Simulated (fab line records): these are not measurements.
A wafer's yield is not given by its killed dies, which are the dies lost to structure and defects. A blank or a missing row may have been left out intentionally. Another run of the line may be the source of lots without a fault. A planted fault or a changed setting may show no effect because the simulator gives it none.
Comparing a struck lot with a sound one | flow nand_harc | 23 steps out of a route of 1159
Sound: wafers L739.1, L739.4, L739.6. Wafers struck: L737.1, L737.4, L737.6. At the end, the cause is stated.
Order at every step that has rows: each side's tool, ch and its chambers, its first start. Under that, the readings that differ: sound wafers | struck wafers | difference of the means | sigmas: that difference in standard deviations of wafers without a fault.
alike: a reading whose means differ by less than 2 such deviations, as well as words and numbers matching on both sides. not compared: withheld readings; readings where some wafer has no value; bounds like >300 that might hide an equal value; numbers whose values overlap and for which the record gives no deviation.
Wherever a step has rows on one side only, a row that says differs or no value, or a row with sigmas, the two part there. When numbers do not overlap yet have no deviation, they are printed without sigmas and do not part them. A reading missing from all wafers of one side parts the sides only when that side holds two or more wafers.

NHARC_A_M0_INSPECT_27:
  struck on defect_inspect-01, day 18 07:49; sound on defect_inspect-01, day 17 23:56
  alike: raw_defect_count
NHARC_A_M0_PRE_CLEAN_31: time 12 s.
  sound on pecvd-02 ch 1,2, day 18 00:02; struck on pecvd-03 ch 1,2, day 18 07:53
  alike: heater_power_w
NHARC_A_M0_DEP_32: deposits SiCN, target thk 30 nm.
  sound on pecvd-02 ch 1,2, day 18 00:07; struck on pecvd-03 ch 1,2, day 18 07:58
  alike: chamber_pressure_Torr, heater_power_w
then, 8 steps without rows for these wafers: NHARC_A_M1_DEP_00 (deposits SiOC, target thk 182.5 nm); NHARC_A_M1_DEHYDRATE_01 (time 120 s); NHARC_A_M1_HMDS_02 (time 30 s); NHARC_A_M1_COAT_34 (time 65 s); NHARC_A_M1_COAT_03 (resist thk 90 nm); NHARC_A_M1_SOFTBAKE_04 (time 55 s); NHARC_A_M1_EBR_05; NHARC_A_M1_EXPOSE_06 (exposes mask A M1, target cd 120 nm).
NHARC_A_M1_PEB_07: peb time 65 s.
  sound on litho_track-04 ch 0, day 18 01:17; struck on litho_track-01 ch 0, day 18 09:10
  reading                  | sound                | struck            | difference | sigmas
  heater_power_total_W (W) | 156.5 156.2 156.3    | 134.0 134.2 134.4 | -22.1      | -53
  plate_temp_C (C)         | 100.15 100.04 100.12 | 89.75 89.88 89.90 | -10.26     | -86
then, 1 step without rows for these wafers: NHARC_A_M1_DEVELOP_08 (develop time 35 s).
NHARC_A_M1_CD_MEAS_09: target cd 120 nm.
  sound on cd_sem-01 ch 0, day 18 01:22; struck on cd_sem-01 ch 0, day 18 09:14
  reading    | sound             | struck         | difference | sigmas
  cd_nm (nm) | 120.8 120.2 120.4 | 71.4 70.8 71.0 | -49.4      | -72
NHARC_A_M1_OVL_MEAS_10: pitch 240 nm.
  struck on overlay-02, day 18 09:20; sound on overlay-01, day 18 01:28
  alike: overlay_x_nm, overlay_y_nm
NHARC_A_M1_INSPECT_11:
  struck on defect_inspect-01, day 18 09:22; sound on defect_inspect-02, day 18 01:29
  alike: raw_defect_count
NHARC_A_M1_DESCUM_14: chemistry O2, time 3 s.
  sound on rie_diel-05 ch 0,1,3, day 18 01:34; struck on rie_diel-05 ch 0,1,3, day 18 09:26
  reading               | sound           | struck           | difference | sigmas
  model.A_M1.cd_nm (nm) | 121 120.6 121.5 | 71.94 71.05 71.1 | -49.67     |
  alike: drypump_motor_current_A, oes_product_au, rf_vpp_V, showerhead_plenum_p_Torr, throttle_valve_pct
  not compared: rf_hours_counter_h
NHARC_A_M1_ETCH_35: etches the open film in N2/H2, target depth 40 nm, overetch 12 nm, time 43.94 s.
  sound on rie_diel-05 ch 1,2,3, day 18 01:38; struck on rie_diel-05 ch 0,1,3, day 18 09:31
  alike: drypump_motor_current_A, oes_product_au, rf_vpp_V, showerhead_plenum_p_Torr, throttle_valve_pct
  not compared: rf_hours_counter_h
NHARC_A_M1_ETCH_15: etches the open film in C4F8/Ar, target depth 182.5 nm, time 91.2 s.
  sound on rie_diel-05 ch 1,2; struck on rie_diel-05 ch 0,3
  alike: oes_product_au, rf_vpp_V
  not compared: rf_hours_counter_h
NHARC_A_M1_CD_MEAS_16:
  struck on cd_sem-02, day 18 09:44; sound on cd_sem-01, day 18 01:52
  reading    | sound             | struck         | difference | sigmas
  cd_nm (nm) | 120.5 120.0 121.3 | 72.4 71.2 71.8 | -48.8      | -57
NHARC_A_M1_STRIP_18: strips in N2/H2.
  sound on rie_diel-05 ch 0,1,2, day 18 01:59; struck on rie_diel-07 ch 0,1, day 18 09:50
  reading                     | sound       | struck      | difference | sigmas
  drypump_motor_current_A (A) | 6.6 6.5 5.7 | 5.0 5.4 5.1 | -1.1       | -2
  alike: oes_product_au, rf_vpp_V, showerhead_plenum_p_Torr, throttle_valve_pct
  not compared: rf_hours_counter_h
NHARC_A_M1_ETCH_28: etches the open film in CF4/N2, target depth 30 nm, time 72.99 s.
  sound on rie_diel-05 ch 1,3; struck on rie_diel-07 ch 0,2
  reading                     | sound             | struck            | difference | sigmas
  drypump_motor_current_A (A) | 5.8 6.5 6.5       | 5.1 5.4 5.1       | -1.1       | -2
  model.A_M1.cd_nm (nm)       | 120.2 119.6 121.6 | 71.71 70.65 70.38 | -49.55     |
  alike: oes_product_au, rf_vpp_V, showerhead_plenum_p_Torr, throttle_valve_pct
  not compared: rf_hours_counter_h
then, 1 step without rows for these wafers: NHARC_A_M1_STRIP_19 (strips in post etch residue remover, time 600 s).

== WHERE THEY PART ==
Earliest at NHARC_A_M1_PEB_07; latest, in this record, at NHARC_A_M1_ETCH_28.

WHY: whatever the simulator had introduced
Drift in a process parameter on litho_track-01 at NHARC_A_M1_PEB_07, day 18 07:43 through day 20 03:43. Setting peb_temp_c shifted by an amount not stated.
